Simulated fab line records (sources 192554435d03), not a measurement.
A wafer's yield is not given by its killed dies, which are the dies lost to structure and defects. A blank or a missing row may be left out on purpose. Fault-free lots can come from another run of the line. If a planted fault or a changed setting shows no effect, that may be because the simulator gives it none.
Matching of chambers | flow n5Finfet | 4 sister chambers for N5_STI_FIN_REVEAL_ALD_14 on aldSin-01
The step deposits Si3N4, target thk 3 nm. 16 wafers are shown with their chamber, then 8 later ones without.

WAFERS PAIRED WITH THEIR CHAMBERS
wafer  | chamber | heaterPowerW (W)
L077.1 | 3       | 1002
L077.2 | 2       | 890
L077.6 | 2       | 890
L080.1 | 0       | 767
L080.2 | 3       | 1033
L080.3 | 1       | 970
L081.1 | 2       | 919
L081.3 | 1       | 997
L081.6 | 2       | 925
L084.1 | 3       | 1029
L084.4 | 2       | 916
L084.6 | 1       | 995
L090.2 | 0       | 770
L090.4 | 1       | 985
L090.6 | 3       | 1019
L092.1 | 2       | 918

SIGNATURES (averages over the wafers above)
reading      | chamber 0 | chamber 1 | chamber 2 | chamber 3 | scatter within a chamber
heaterPowerW | 768.50    | 986.75    | 909.67    | 1020.75   | 13.7
Rule: a wafer lies at a distance from a chamber equal to the root of the sum of squares, over the readings, of (its reading less the chamber's mean, divided by the reading's scatter). If the next closest chamber is less than 2 further off than the closest, the wafer can't be placed; otherwise it belongs to the closest. The scatter: the root of (the sum of the squares of (reading less its chamber's mean) over the shown wafers, divided by (wafers less chambers)).

WAFERS WHOSE CHAMBER IS MISSING
wafer  | heaterPowerW (W)
L092.2 | 1005
L092.5 | 1004
L093.2 | 995
L093.4 | 779
L093.5 | 1031
L094.3 | 903
L094.4 | 968
L094.5 | 778

THE CHAMBER EACH PASSED THROUGH
wafer  | from the rows above     | in truth
L092.2 | can't be placed: 3 or 1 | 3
L092.5 | can't be placed: 3 or 1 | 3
L093.2 | can't be placed: 1 or 3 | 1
L093.4 | 0                       | 0
L093.5 | 3                       | 3
L094.3 | 2                       | 2
L094.4 | 1                       | 1
L094.5 | 0                       | 0
Correctly placed: 5 of 8. Unplaceable from these rows: 3, with the true chamber sitting among the candidates in 3. Placed wrongly: 0.
